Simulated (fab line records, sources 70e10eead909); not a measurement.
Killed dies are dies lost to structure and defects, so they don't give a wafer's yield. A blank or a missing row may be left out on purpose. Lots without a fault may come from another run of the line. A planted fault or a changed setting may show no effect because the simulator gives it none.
fab line records | flow nand_harc
record lots=23 wafers=69 last_day=25
route steps=1159 shown A_STAIRCASE@615
lots that met no fault: from a run of the same line without faults
start_h: hours from the record's first day to the start of the lot's first wafer shown | wait_h: hours since the lot's step before | " the same as in the row above | L1.1+2: a row that stands for several wafers | - no value, or no start given | * or withheld: withheld | < > ~ a bound
route shown NAME@n: a module of which the file shows steps, and the number in the route of the first | usual: mean/standard deviation of fault-free wafers | same: alike in all rows | chamber/n: place in a boat | sites: the reading at each site | _std_site: their standard deviation | _edge_site: outer sites' mean less inner sites' | radius_mm: how far each site lies from the wafer's centre | mask NAME#n: copy n | behind: the tool/chamber that last shaped the wafer | hold: why the lot was held/for how many hours/how that ended | device: the transistor (n, p or np) that didn't switch | end of line: the same wafers' tests at the end of the route | a step without rows: its recipe alone | killed: dies lost to structure and defects at the first sort, not the wafer's yield | map: a wafer's dies, x killed, . not, _ none there
set.NAME: the setting as run; set.NAME@STEP: as run at that earlier step | model.NAME: the simulator's own value behind a step, which no gauge read
steps of the route over a sample of lots; a table a step, a row a wafer
services: from which hour (start_h, from the record's first day; less than 0 if before it) a tool's chamber was out of use, for how many hours, and why
## steps
# step NHARC_A_STAIRCASE_ETCH_221
# recipe target_depth_a=1000 time_s=40.5 ion_energy_ev=400 c4f8_flow_sccm=20 o2_flow_sccm=10 ar_flow_sccm=withheld rf_w=600 bias_w=1000 chemistry=C4F8/O2
# usual bias_w=1000/3.1 oes_product_au=0.939/0.013 rf_vpp_V=898/5.5
# columns lot.wafer tool chamber start_h wait_h bias_w oes_product_au rf_hours_counter_h rf_vpp_V
L074.3 rie_diel-05 1 - - 1005 0.958 27 896
L074.2 " 2 " " 998 0.940 28 905
L074.5 " 2 " " 999 0.950 - 905
L076.4 rie_diel-04 3 - - 998 0.927 42 899
L076.6 " 2 " " 997 0.915 - 897
L076.5 " 3 " " 1000 0.932 - 898
L077.4 rie_diel-05 3 - - 998 0.963 35 900
L077.1 " 0 " " 998 0.944 34 903
L077.6 " 3 " " 994 0.963 - 901
L075.3 rie_diel-07 0 - - 999 0.920 8 894
L075.2 " 2 " " 997 0.937 9 895
L075.4 " 1 " " 1000 0.915 - 889
L078.2 rie_diel-07 2 - - 1001 0.936 12 896
L078.3 " 2 " " 997 0.932 - 896
L078.6 " 1 " " 996 0.935 - 890
L079.3 rie_diel-07 2 - - 996 0.938 14 896
L079.1 " 1 " " 996 0.944 14 888
L079.6 " 3 " " 1002 0.947 - 906
L081.4 rie_diel-04 2 - - 1000 0.930 68 896
L081.2 " 3 " " 1000 0.952 52 898
L081.5 " 2 " " 1001 0.942 - 896
L082.3 rie_diel-05 3 - - 1001 0.972 46 901
L082.6 " 3 " " 1000 0.963 - 900
L082.5 " 0 " " 1005 0.938 - 904
L080.2 rie_diel-05 0 - - 1001 0.938 48 903
L080.3 " 1 " " 1004 0.945 48 896
L080.4 " 2 " " 1000 0.936 49 905
L083.1 rie_diel-07 2 - - 1002 0.930 27 895
L083.6 " 3 " " 1003 0.950 - 905
L083.5 " 0 " " 1002 0.933 - 892
L085.3 rie_diel-07 2 - - 999 0.948 28 896
L085.2 " 3 " " 1001 0.950 23 907
L085.4 " 2 " " 1000 0.945 - 897
L084.4 rie_diel-04 2 - - 999 0.938 3 895
L084.5 " 2 " " 998 0.934 - 896
L084.6 " 3 " " 997 0.929 - 900
L086.1 rie_diel-07 3 - - 1005 0.942 29 904
L086.2 " 0 " " 1002 0.953 29 894
L086.4 " 1 " " 1000 0.955 25 889
L087.1 rie_diel-05 0 - - 1008 0.913 55 903
L087.4 " 1 " " 998 0.941 57 897
L087.5 " 3 " " 997 0.930 - 901
L089.4 rie_diel-04 2 - - 999 0.929 12 895
L089.3 " 1 " " 1001 0.936 12 888
L089.5 " 2 " " 1001 0.933 - 895
L088.2 rie_diel-05 0 - - 997 0.918 60 902
L088.3 " 1 " " 1000 0.942 62 896
L088.4 " 2 " " 1001 0.923 61 904
L091.4 rie_diel-07 1 - - 1001 0.933 35 887
L091.1 " 2 " " 1005 0.918 44 895
L091.3 " 3 " " 1006 0.935 39 906
L090.1 rie_diel-04 0 - - 1001 0.929 19 899
L090.5 " 1 " " 992 0.945 - 888
L090.6 " 2 " " 1001 0.922 - 895
L093.4 rie_diel-05 2 - - 1002 0.930 1 904
L093.1 " 3 " " 1004 0.940 1 900
L093.6 " 3 " " 1006 0.937 - 901
L094.2 rie_diel-04 0 - - 1003 0.959 25 898
L094.3 " 1 " " 1000 0.973 23 889
L094.4 " 3 " " 1002 0.947 27 900
L095.2 rie_diel-05 3 - - 997 0.947 4 901
L095.4 " 0 " " 1003 0.949 6 904
L095.1 " 1 " " 998 0.958 6 895
L097.3 rie_diel-07 2 - - 1001 0.941 56 895
L097.6 " 3 " " 997 0.958 - 905
L097.5 " 0 " " 998 0.964 - 892
L096.4 rie_diel-07 2 - - 1003 0.923 61 896
L096.1 " 0 " " 1002 0.928 55 893
L096.3 " 1 " " 1003 0.925 51 888
# step NHARC_A_STAIRCASE_TRIM_222
# recipe time_s=211.2 o2_flow_sccm=500 ar_flow_sccm=0 bias_w=0 chemistry=O2
# usual drypump_motor_current_A=5.7/0.5 oes_product_au=1.002/0.0086 rf_vpp_V=57.9/0.92 showerhead_plenum_p_Torr=3.57/0.15 throttle_valve_pct=17.036/0.0095
# same bias_w=0
# columns lot.wafer tool chamber start_h wait_h drypump_motor_current_A oes_product_au rf_hours_counter_h rf_vpp_V showerhead_plenum_p_Torr throttle_valve_pct
L074.3 rie_diel-05 2 - - 6.3 1.005 28 59.5 3.79 17.018
L074.2 " 0 " " 5.3 0.998 26 58.3 3.76 17.039
L074.5 " 1 " " 6.1 1.006 - 57.8 3.56 17.041
L076.4 rie_diel-04 2 - - 5.9 0.998 58 58.2 3.52 17.035
L076.5 " 2 " " 5.9 0.981 - 57.7 3.52 17.022
L076.6 " 3 " " 5.9 1.001 - 57.8 3.60 17.021
L077.4 rie_diel-05 1 - - 6.1 1.006 34 56.8 3.55 17.036
L077.1 " 3 " " 5.0 1.013 35 57.5 3.66 17.052
L077.6 " 2 " " 6.3 1.001 - 58.3 3.79 17.037
L075.3 rie_diel-07 0 - - 5.3 1.000 8 56.5 3.47 17.034
L075.2 " 1 " " 6.0 0.999 9 57.5 3.33 17.018
L075.4 " 2 " " 4.9 0.991 - 59.9 3.53 17.051
L078.2 rie_diel-07 1 - - 6.1 0.991 12 56.2 3.33 17.017
L078.3 " 2 " " 4.9 1.002 - 57.6 3.53 17.032
L078.6 " 2 " " 4.9 1.004 - 57.9 3.53 17.032
L079.1 rie_diel-07 3 - - 5.7 1.008 10 57.1 3.80 17.057
L079.3 " 2 " " 4.9 0.999 15 57.9 3.53 17.036
L079.6 " 1 " " 6.1 0.997 - 56.2 3.32 17.035
L081.2 rie_diel-04 0 - - 6.3 0.987 65 58.3 3.65 17.049
L081.4 " 1 " " 5.9 1.010 64 56.9 3.32 17.041
L081.5 " 0 " " 6.3 1.010 - 58.0 3.65 17.028
L082.3 rie_diel-05 2 - - 6.3 0.998 46 57.8 3.78 17.035
L082.5 " 1 " " 6.1 1.007 - 58.0 3.55 17.031
L082.6 " 2 " " 6.3 1.009 - 57.6 3.78 17.035
L080.2 rie_diel-05 2 - - 6.3 1.015 49 58.4 3.78 17.034
L080.4 " 3 " " 5.0 1.028 49 59.0 3.65 17.036
L080.3 " 0 " " 5.3 0.991 48 56.8 3.74 17.033
L083.1 rie_diel-07 0 - - 5.3 1.000 22 57.7 3.46 17.049
L083.6 " 3 " " 5.7 1.016 - 57.7 3.79 17.033
L083.5 " 0 " " 5.3 0.999 - 57.8 3.46 17.035
L085.2 rie_diel-07 3 - - 5.7 1.007 23 57.9 3.79 17.032
L085.3 " 2 " " 4.9 0.997 28 59.5 3.52 17.021
L085.4 " 2 " " 4.9 1.010 - 57.7 3.52 17.039
L084.4 rie_diel-04 1 - - 5.9 1.012 3 57.7 3.32 17.053
L084.6 " 2 " " 6.0 0.984 - 58.8 3.51 17.010
L084.5 " 3 " " 5.9 0.988 - 58.7 3.59 17.049
L086.2 rie_diel-07 0 - - 5.3 0.989 29 55.5 3.46 17.032
L086.4 " 2 " " 4.9 0.989 35 58.7 3.52 17.026
L086.1 " 3 " " 5.7 1.005 29 57.8 3.79 17.046
L087.4 rie_diel-05 2 - - 6.3 1.006 58 60.1 3.77 17.035
L087.1 " 3 " " 5.0 0.999 56 55.6 3.65 17.028
L087.5 " 1 " " 6.1 1.005 - 58.6 3.54 17.027
L089.4 rie_diel-04 3 - - 5.9 0.995 12 58.2 3.58 17.030
L089.3 " 0 " " 6.3 1.013 12 58.5 3.64 17.031
L089.5 " 2 " " 6.0 1.003 - 58.0 3.51 17.038
L088.4 rie_diel-05 1 - - 6.1 1.011 62 58.2 3.54 17.044
L088.2 " 3 " " 5.0 1.005 60 59.5 3.65 17.032
L088.3 " 0 " " 5.3 0.984 60 60.0 3.74 17.046
L091.3 rie_diel-07 3 - - 5.7 1.011 39 57.7 3.79 17.051
L091.4 " 0 " " 5.3 1.002 39 57.0 3.45 17.021
L091.1 " 1 " " 6.1 0.997 35 56.9 3.31 17.046
L090.1 rie_diel-04 1 - - 5.9 1.018 18 57.5 3.31 17.036
L090.5 " 2 " " 6.0 1.004 - 57.9 3.50 17.037
L090.6 " 3 " " 5.9 1.002 - 57.0 3.58 17.035
L093.4 rie_diel-05 3 - - 5.0 1.003 1 57.6 3.65 17.040
L093.1 " 0 " " 5.3 0.993 1 58.6 3.73 17.034
L093.6 " 2 " " 6.4 1.001 - 59.0 3.77 17.043
L094.4 rie_diel-04 1 - - 5.9 1.014 23 57.5 3.31 17.026
L094.3 " 2 " " 6.0 0.999 25 58.0 3.50 17.033
L094.2 " 3 " " 5.9 0.994 27 58.4 3.57 17.037
L095.2 rie_diel-05 3 - - 5.0 1.005 5 57.8 3.64 17.043
L095.4 " 0 " " 5.3 1.000 6 60.0 3.73 17.039
L095.1 " 2 " " 6.3 1.005 4 58.4 3.77 17.045
L097.3 rie_diel-07 3 - - 5.7 1.010 51 58.8 3.78 17.041
L097.5 " 1 " " 6.1 1.006 - 57.0 3.31 17.032
L097.6 " 2 " " 4.9 1.009 - 58.4 3.50 17.031
L096.1 rie_diel-07 1 - - 6.1 1.002 51 57.6 3.31 17.052
L096.3 " 2 " " 4.9 0.987 61 56.5 3.50 17.038
L096.4 " 0 " " 5.3 0.982 55 57.8 3.44 17.047
# step NHARC_A_STAIRCASE_DESCUM_252
# recipe time_s=3 o2_flow_sccm=200 ar_flow_sccm=0 bias_power_w=0 chemistry=O2
# usual drypump_motor_current_A=5.8/0.43 oes_product_au=1.003/0.0087 rf_vpp_V=57.9/0.86 showerhead_plenum_p_Torr=1.94/0.081 throttle_valve_pct=11.313/0.009
# columns lot.wafer tool chamber start_h wait_h drypump_motor_current_A oes_product_au rf_hours_counter_h rf_vpp_V showerhead_plenum_p_Torr throttle_valve_pct
L074.2 rie_diel-05 1 243.22 - 6.1 1.004 28 56.7 1.93 11.308
L074.3 " 2 " " 6.3 1.005 29 58.3 2.07 11.291
L074.5 " 1 " " 6.1 1.011 - 59.9 1.93 11.318
L076.4 rie_diel-05 0 263.93 - 5.3 1.006 35 58.9 2.04 11.324
L076.6 " 0 " " 5.3 0.996 - 57.6 2.04 11.309
L076.5 " 1 " " 6.0 1.012 - 57.9 1.93 11.320
L077.4 rie_diel-04 2 264.21 - 6.0 0.988 59 57.5 1.91 11.306
L077.1 " 1 " " 5.8 0.997 60 56.7 1.80 11.312
L077.6 " 3 " " 5.9 0.996 - 56.3 1.95 11.304
L075.2 rie_diel-07 0 265.83 - 5.3 1.001 9 58.2 1.88 11.298
L075.3 " 1 " " 6.1 0.999 10 58.7 1.80 11.327
L075.4 " 2 " " 4.9 1.003 - 57.2 1.91 11.314
L078.3 rie_diel-07 0 276.35 - 5.3 1.003 9 55.9 1.88 11.308
L078.2 " 2 " " 4.9 1.010 15 57.8 1.91 11.320
L078.6 " 0 " " 5.3 0.998 - 57.7 1.88 11.295
L079.1 rie_diel-05 3 278.87 - 5.0 1.028 41 57.8 1.99 11.321
L079.3 " 0 " " 5.3 0.990 39 57.4 2.04 11.327
L079.6 " 2 " " 6.3 1.001 - 57.9 2.06 11.305
L081.4 rie_diel-05 0 289.69 - 5.3 0.988 45 57.2 2.04 11.306
L081.2 " 3 " " 5.0 1.006 46 59.0 1.99 11.323
L081.5 " 1 " " 6.1 1.004 - 58.3 1.92 11.303
L082.3 rie_diel-05 3 293.43 - 5.0 1.029 48 58.1 1.99 11.323
L082.6 " 2 " " 6.3 1.000 - 58.8 2.06 11.310
L082.5 " 3 " " 5.0 1.022 - 58.5 1.99 11.292
L080.2 rie_diel-04 0 299.33 - 6.3 1.011 0 59.4 1.98 11.308
L080.3 " 2 " " 6.0 1.000 0 60.3 1.91 11.297
L080.4 " 3 " " 5.8 0.999 - 56.7 1.95 11.304
L083.1 rie_diel-04 0 306.75 - 6.3 0.998 3 57.9 1.98 11.294
L083.5 " 1 " " 5.8 1.012 - 56.5 1.79 11.329
L083.6 " 2 " " 6.0 0.991 - 56.7 1.90 11.320
L085.3 rie_diel-04 0 309.56 - 6.3 0.996 3 57.2 1.98 11.318
L085.2 " 1 " " 5.8 1.005 3 57.5 1.79 11.323
L085.4 " 2 " " 5.9 0.996 3 59.1 1.90 11.314
L084.4 rie_diel-04 1 311.68 - 5.8 1.011 4 56.6 1.79 11.331
L084.5 " 1 " " 5.8 1.015 - 58.4 1.79 11.311
L084.6 " 2 " " 5.9 0.999 - 57.6 1.90 11.321
L086.4 rie_diel-04 0 326.50 - 6.3 1.004 10 58.6 1.98 11.304
L086.1 " 1 " " 5.8 1.006 10 58.2 1.79 11.315
L086.2 " 3 " " 5.9 0.985 10 58.5 1.95 11.321
L087.4 rie_diel-04 2 327.14 - 5.9 0.999 11 58.0 1.90 11.316
L087.1 " 0 " " 6.4 1.009 10 58.7 1.98 11.328
L087.5 " 2 " " 5.9 1.000 - 59.1 1.90 11.307
L089.4 rie_diel-04 3 334.69 - 5.8 1.002 13 59.2 1.94 11.313
L089.3 " 2 " " 5.9 1.011 13 56.6 1.90 11.325
L089.5 " 3 " " 5.8 1.004 - 57.1 1.94 11.313
L088.3 rie_diel-04 2 335.29 - 6.0 0.994 13 57.7 1.90 11.308
L088.2 " 3 " " 5.8 0.992 13 58.0 1.94 11.310
L088.4 " 0 " " 6.3 1.017 13 58.0 1.98 11.302
L091.4 rie_diel-04 3 351.45 - 5.9 0.986 22 57.4 1.94 11.306
L091.1 " 1 " " 5.9 1.013 20 56.9 1.79 11.310
L091.3 " 2 " " 5.9 1.004 21 56.8 1.90 11.315
L090.1 rie_diel-07 3 352.17 - 5.6 1.007 42 57.5 2.06 11.314
L090.5 " 3 " " 5.7 1.002 - 58.6 2.06 11.319
L090.6 " 0 " " 5.3 1.004 - 57.0 1.87 11.319
L093.4 rie_diel-04 1 356.44 - 5.8 1.012 22 58.4 1.79 11.325
L093.1 " 0 " " 6.3 1.009 22 57.9 1.97 11.314
L093.6 " 1 " " 5.9 1.012 - 58.6 1.79 11.329
L094.3 rie_diel-05 0 365.03 - 5.3 1.006 6 59.5 2.03 11.312
L094.2 " 2 " " 6.4 1.020 5 59.2 2.05 11.315
L094.4 " 3 " " 5.0 0.998 5 58.2 1.98 11.318
L095.4 rie_diel-05 1 366.22 - 6.1 1.008 6 59.5 1.92 11.304
L095.2 " 2 " " 6.3 1.006 5 58.3 2.05 11.304
L095.1 " 3 " " 5.0 1.010 5 58.9 1.98 11.309
L097.3 rie_diel-05 0 380.62 - 5.3 1.006 13 58.4 2.03 11.315
L097.6 " 1 " " 6.1 1.000 - 56.1 1.91 11.311
L097.5 " 2 " " 6.3 1.003 - 59.1 2.05 11.305
L096.1 rie_diel-05 3 389.00 - 5.0 0.995 15 57.4 1.98 11.312
L096.4 " 0 " " 5.3 0.994 17 58.4 2.03 11.310
L096.3 " 1 " " 6.1 0.999 16 57.9 1.91 11.308
# step NHARC_A_STAIRCASE_STRIP_254
# recipe power_w=1500 temp_c=250 chemistry=O2
# usual drypump_motor_current_A=5.57/0.18 heater_power_w=335/9.6
# columns lot.wafer tool chamber start_h wait_h drypump_motor_current_A heater_power_w rf_hours_counter_h
L074.2 plasma_asher-02 1 243.43 - 5.73 337 17
L074.3 " 0 " " 5.41 340 -
L074.5 " 0 " " 5.41 337 -
L076.4 plasma_asher-01 1 264.20 - 5.75 314 -
L076.6 " 1 " " 5.76 318 -
L076.5 " 0 " " 5.34 341 -
L077.1 plasma_asher-01 0 264.71 - 5.35 341 55
L077.4 " 0 " " 5.36 342 -
L077.6 " 0 " " 5.35 337 -
L075.2 plasma_asher-02 1 266.03 - 5.75 339 25
L075.4 " 1 " " 5.74 342 -
L075.3 " 0 " " 5.46 349 -
L078.2 plasma_asher-02 0 276.82 - 5.43 337 28
L078.3 " 0 " " 5.43 340 -
L078.6 " 0 " " 5.42 336 -
L079.1 plasma_asher-02 0 279.04 - 5.45 344 29
L079.3 " 1 " " 5.75 341 -
L079.6 " 1 " " 5.73 343 -
L081.2 plasma_asher-01 0 289.87 - 5.31 331 1
L081.4 " 0 " " 5.36 330 -
L081.5 " 1 " " 5.77 325 -
L082.3 plasma_asher-01 1 293.74 - 5.75 327 -
L082.6 " 0 " " 5.36 330 -
L082.5 " 1 " " 5.76 326 -
L080.2 plasma_asher-02 0 299.60 - 5.44 342 39
L080.4 " 0 " " 5.42 341 -
L080.3 " 1 " " 5.73 347 -
L083.1 plasma_asher-02 0 306.94 - 5.40 346 41
L083.5 " 1 " " 5.74 346 -
L083.6 " 0 " " 5.43 344 -
L085.2 plasma_asher-01 1 309.72 - 5.76 332 8
L085.3 " 1 " " 5.76 333 -
L085.4 " 0 " " 5.35 328 -
L084.4 plasma_asher-01 0 311.99 - 5.36 339 -
L084.6 " 1 " " 5.76 323 -
L084.5 " 0 " " 5.31 333 -
L086.1 plasma_asher-01 1 326.68 - 5.77 327 14
L086.2 " 0 " " 5.39 332 14
L086.4 " 1 " " 5.77 328 -
L087.1 plasma_asher-01 0 327.36 - 5.38 335 15
L087.4 " 0 " " 5.38 334 -
L087.5 " 1 " " 5.78 332 -
L089.3 plasma_asher-01 0 334.96 - 5.33 322 -
L089.4 " 1 " " 5.75 324 -
L089.5 " 0 " " 5.37 335 -
L088.2 plasma_asher-02 1 335.46 - 5.74 335 50
L088.3 " 1 " " 5.74 347 -
L088.4 " 0 " " 5.44 343 -
L091.1 plasma_asher-02 1 351.62 - 5.74 349 55
L091.4 " 1 " " 5.73 338 -
L091.3 " 0 " " 5.42 341 -
L090.1 plasma_asher-01 1 352.35 - 5.75 317 23
L090.5 " 1 " " 5.76 330 -
L090.6 " 0 " " 5.34 336 -
L093.1 plasma_asher-02 0 358.20 - 5.43 350 57
L093.4 " 1 " " 5.73 345 -
L093.6 " 0 " " 5.46 342 -
L094.2 plasma_asher-01 1 365.86 - 5.77 325 31
L094.4 " 1 " " 5.78 321 -
L094.3 " 0 " " 5.38 338 -
L095.1 plasma_asher-01 0 366.42 - 5.37 332 31
L095.2 " 1 " " 5.78 327 31
L095.4 " 1 " " 5.74 325 -
L097.3 plasma_asher-01 0 381.03 - 5.39 328 -
L097.6 " 1 " " 5.75 327 -
L097.5 " 0 " " 5.40 329 -
L096.1 plasma_asher-02 1 389.53 - 5.73 342 6
L096.3 " 0 " " 5.41 342 -
L096.4 " 1 " " 5.72 349 -
# step NHARC_A_STAIRCASE_ETCH_292
# recipe cf4_flow_sccm=100 chf3_flow_sccm=30 ar_flow_sccm=0 rf_w=500 bias_w=200 chemistry=CF4/CHF3
# usual bias_w=200.0/0.6 drypump_motor_current_A=5.7/0.5 oes_product_au=0.952/0.02 rf_vpp_V=371.3/2.5 showerhead_plenum_p_Torr=1.60/0.069 throttle_valve_pct=16.802/0.0091
# columns lot.wafer tool chamber start_h wait_h bias_w drypump_motor_current_A oes_product_au rf_hours_counter_h rf_vpp_V showerhead_plenum_p_Torr throttle_valve_pct
L074.2 rie_diel-07 0 247.10 0.1 200.2 5.3 0.967 3 368.7 1.55 16.792
L074.3 " 2 " " 200.0 4.9 0.981 4 370.6 1.58 16.797
L074.5 " 1 " " 200.6 6.1 0.987 - 367.2 1.48 16.801
L076.4 rie_diel-05 2 267.88 0.1 199.8 6.3 0.977 37 373.7 1.69 16.804
L076.6 " 0 " " 200.6 5.3 0.956 - 373.9 1.67 16.810
L076.5 " 1 " " 199.4 6.1 0.977 - 373.0 1.58 16.778
L077.1 rie_diel-04 0 269.35 0.1 200.2 6.3 0.920 56 372.1 1.63 16.808
L077.4 " 1 " " 200.2 5.9 0.922 61 367.3 1.48 16.812
L077.6 " 1 " " 199.7 5.9 0.917 - 369.1 1.48 16.815
L075.3 rie_diel-05 1 269.91 0.1 199.3 6.1 0.969 37 371.1 1.58 16.796
L075.2 " 3 " " 200.4 5.0 0.964 38 372.3 1.63 16.804
L075.4 " 0 " " 200.8 5.3 0.940 37 373.6 1.67 16.790
L078.3 rie_diel-05 3 280.57 0.1 200.2 5.0 0.942 41 372.2 1.63 16.790
L078.2 " 0 " " 199.9 5.3 0.918 40 373.6 1.67 16.803
L078.6 " 3 " " 200.0 5.0 0.937 - 372.4 1.63 16.810
L079.3 rie_diel-07 0 282.81 0.1 200.0 5.3 0.969 10 370.0 1.55 16.809
L079.1 " 1 " " 200.1 6.1 0.971 16 367.2 1.48 16.806
L079.6 " 2 " " 200.1 4.8 0.971 - 369.2 1.57 16.802
L081.4 rie_diel-05 3 293.84 0.1 200.8 5.0 0.981 48 370.9 1.63 16.797
L081.2 " 0 " " 201.3 5.3 0.951 47 372.3 1.67 16.804
L081.5 " 3 " " 200.6 5.0 0.989 - 373.2 1.63 16.802
L082.3 rie_diel-05 3 297.33 0.1 200.0 5.0 0.942 49 372.4 1.63 16.803
L082.5 " 1 " " 201.0 6.1 0.935 - 370.4 1.58 16.806
L082.6 " 2 " " 199.9 6.4 0.926 - 374.8 1.69 16.795
L080.4 rie_diel-05 0 305.14 0.1 199.7 5.3 0.938 51 372.9 1.67 16.805
L080.2 " 1 " " 199.0 6.1 0.956 52 371.5 1.58 16.808
L080.3 " 3 " " 199.1 5.0 0.955 52 372.6 1.63 16.811
L083.1 rie_diel-07 1 310.63 0.1 200.5 6.1 0.977 20 367.4 1.48 16.806
L083.5 " 1 " " 200.2 6.1 0.978 - 367.3 1.48 16.794
L083.6 " 2 " " 199.5 4.9 0.979 - 370.6 1.57 16.796
L085.4 rie_diel-07 0 314.13 0.1 199.9 5.3 0.919 26 370.7 1.54 16.791
L085.3 " 1 " " 199.6 6.1 0.978 21 368.5 1.48 16.803
L085.2 " 3 " " 199.4 5.6 0.922 26 373.4 1.69 16.818
L084.4 rie_diel-04 2 317.11 0.2 198.2 5.9 0.942 6 369.0 1.57 16.806
L084.6 " 1 " " 199.8 5.9 0.945 - 366.7 1.48 16.787
L084.5 " 2 " " 198.8 5.9 0.934 - 370.3 1.57 16.806
L086.4 rie_diel-04 0 330.47 0.1 199.6 6.3 0.956 12 372.7 1.62 16.810
L086.2 " 1 " " 199.8 5.8 0.963 12 366.5 1.48 16.786
L086.1 " 3 " " 200.3 5.8 0.932 12 372.3 1.60 16.801
L087.4 rie_diel-07 0 330.95 0.1 199.5 5.3 0.970 31 369.8 1.54 16.795
L087.1 " 3 " " 200.3 5.7 0.973 32 375.2 1.69 16.796
L087.5 " 0 " " 199.2 5.3 0.970 - 369.1 1.54 16.816
L089.4 rie_diel-04 3 339.67 0.1 199.9 5.9 0.956 15 372.0 1.60 16.783
L089.3 " 0 " " 198.6 6.3 0.972 15 373.5 1.62 16.802
L089.5 " 0 " " 199.6 6.3 0.963 - 372.1 1.62 16.797
L088.4 rie_diel-05 3 340.24 0.1 200.2 5.0 0.950 62 372.2 1.63 16.802
L088.3 " 0 " " 199.5 5.3 0.952 62 373.4 1.67 16.784
L088.2 " 1 " " 199.6 6.1 0.953 64 370.1 1.58 16.812
L091.1 rie_diel-04 3 355.36 0.1 200.1 5.9 0.958 23 369.4 1.59 16.791
L091.3 " 0 " " 200.0 6.3 0.967 22 372.2 1.62 16.799
L091.4 " 2 " " 200.3 6.0 0.971 23 368.2 1.56 16.796
L090.1 rie_diel-05 0 357.51 1.5 198.2 5.3 0.957 5 375.0 1.67 16.800
L090.6 " 3 " " 199.7 5.0 0.974 - 373.3 1.63 16.799
L090.5 " 0 " " 199.4 5.3 0.948 - 374.2 1.67 16.800
L093.4 rie_diel-07 1 366.85 0.1 200.5 6.0 0.924 43 365.9 1.47 16.802
L093.1 " 2 " " 200.4 4.9 0.924 53 371.4 1.56 16.798
L093.6 " 1 " " 200.8 6.1 0.930 - 365.3 1.47 16.804
L094.3 rie_diel-07 2 370.45 0.1 200.5 4.9 0.923 54 369.1 1.56 16.819
L094.4 " 3 " " 201.0 5.6 0.939 49 373.9 1.69 16.799
L094.2 " 0 " " 200.2 5.3 0.927 48 369.6 1.54 16.805
L095.4 rie_diel-05 1 372.54 0.1 199.8 6.1 0.988 8 371.5 1.58 16.794
L095.1 " 2 " " 199.4 6.3 0.986 7 374.3 1.68 16.803
L095.2 " 3 " " 200.3 5.0 0.966 8 371.1 1.62 16.797
L097.3 rie_diel-04 2 385.37 0.2 200.1 5.9 0.951 32 369.5 1.56 16.796
L097.6 " 3 " " 200.3 5.9 0.941 - 370.3 1.59 16.804
L097.5 " 0 " " 200.1 6.3 0.937 - 372.3 1.62 16.812
L096.3 rie_diel-05 0 393.26 0.1 201.1 5.3 0.946 19 373.7 1.66 16.799
L096.1 " 1 " " 199.9 6.1 0.957 19 370.1 1.57 16.798
L096.4 " 2 " " 199.8 6.3 0.950 17 374.3 1.68 16.812
# step NHARC_A_STAIRCASE_ALD_420
# recipe target_thk_a=200 pulse_time_s=6 ald_cycles=200 temp_c=300 material=SiO2
# usual heater_power_w=473/55 precursor_pulse_height_rel=1.001/0.022
# columns lot.wafer tool chamber start_h wait_h heater_power_w precursor_pulse_height_rel
L074.2 ald_hk-02 2 260.48 - 433 0.985
L074.3 " 0 " " 569 1.026
L074.5 " 2 " " 445 0.965
L076.4 ald_hk-04 1 281.66 - 361 1.005
L076.6 " 2 " " 497 1.004
L076.5 " 3 " " 406 1.004
L077.4 ald_hk-04 1 285.10 - 375 1.017
L077.1 " 3 " " 402 1.011
L077.6 " 0 " " 431 1.048
L075.2 ald_hk-04 2 285.89 - 494 1.036
L075.3 " 3 " " 394 1.008
L075.4 " 1 " " 362 0.984
L079.3 ald_hk-03 1 296.38 - 451 0.976
L079.1 " 3 " " 483 1.004
L079.6 " 1 " " 456 0.977
L078.3 ald_hk-02 3 296.69 - 489 0.996
L078.2 " 0 " " 561 0.985
L078.6 " 2 " " 459 1.040
L081.4 ald_hk-04 0 307.95 - 443 0.985
L081.2 " 1 " " 376 0.963
L081.5 " 0 " " 440 1.009
L082.3 ald_hk-04 1 313.79 - 373 1.001
L082.5 " 0 " " 446 1.020
L082.6 " 1 " " 374 1.018
L080.2 ald_hk-02 2 320.98 - 474 0.976
L080.4 " 3 " " 495 0.985
L080.3 " 0 " " 572 1.022
L083.1 ald_hk-04 0 327.30 - 434 1.022
L083.5 " 2 " " 484 1.042
L083.6 " 3 " " 410 0.994
L085.2 ald_hk-04 3 327.93 - 408 0.992
L085.3 " 1 " " 386 1.013
L085.4 " 2 " " 485 1.002
L084.4 ald_hk-02 3 331.80 - 490 1.005
L084.5 " 2 " " 460 1.043
L084.6 " 3 " " 487 1.016
L086.1 ald_hk-02 1 344.93 - 526 0.994
L086.4 " 2 " " 463 1.023
L086.2 " 3 " " 488 0.978
L087.1 ald_hk-03 0 345.13 - 525 0.926
L087.4 " 2 " " 479 1.048
L087.5 " 0 " " 515 1.013
L088.2 ald_hk-03 2 354.73 - 495 1.009
L088.4 " 3 " " 480 1.043
L088.3 " 1 " " 465 0.996
L089.3 ald_hk-02 2 354.75 - 455 0.988
L089.4 " 1 " " 520 1.011
L089.5 " 2 " " 467 0.983
L091.4 ald_hk-03 2 373.19 - 501 0.980
L091.3 " 0 " " 523 0.988
L091.1 " 1 " " 481 1.016
L090.1 ald_hk-02 2 373.66 - 477 0.996
L090.5 " 3 " " 508 0.989
L090.6 " 0 " " 572 1.021
L093.4 ald_hk-04 2 380.33 - 468 1.036
L093.1 " 0 " " 441 1.003
L093.6 " 1 " " 363 1.038
L094.2 ald_hk-04 1 386.88 - 371 1.028
L094.3 " 3 " " 402 1.009
L094.4 " 0 " " 434 1.037
L095.1 ald_hk-03 1 387.03 - 481 1.000
L095.4 " 2 " " 509 1.024
L095.2 " 3 " " 493 0.986
L097.3 ald_hk-02 0 399.04 - 570 0.968
L097.5 " 3 " " 501 0.991
L097.6 " 0 " " 577 0.970
L096.1 ald_hk-03 0 407.31 - 518 1.015
L096.4 " 1 " " 490 1.008
L096.3 " 2 " " 497 0.955
## services
# columns tool chamber start_h hours kind
rie_diel-05 0 221.60 - clean
rie_diel-05 1 221.60 - clean
rie_diel-05 2 221.60 - clean
rie_diel-05 3 221.60 - clean
rie_diel-07 - 228.70 9.0 pm
rie_diel-05 0 246.77 - clean
rie_diel-05 1 246.77 - clean
rie_diel-05 2 246.77 - clean
rie_diel-05 3 246.77 - clean
rie_diel-05 0 250.14 1.2 repair
rie_diel-07 3 259.11 11.9 repair
rie_diel-07 0 266.82 8.3 repair
rie_diel-04 1 269.64 10.0 repair
plasma_asher-01 - 276.46 9.0 pm
rie_diel-07 1 284.16 23.1 repair
rie_diel-04 - 288.90 9.0 pm
ald_hk-03 - 289.84 0.9 repair
rie_diel-05 - 340.63 9.0 pm
plasma_asher-02 - 360.06 9.0 pm
ald_hk-04 - 364.34 10.0 pm
ald_hk-04 - 390.77 0.3 repair
rie_diel-05 0 394.89 4.7 repair
rie_diel-07 3 395.32 2.2 repair
rie_diel-07 - 405.70 9.0 pm
## key
fault none
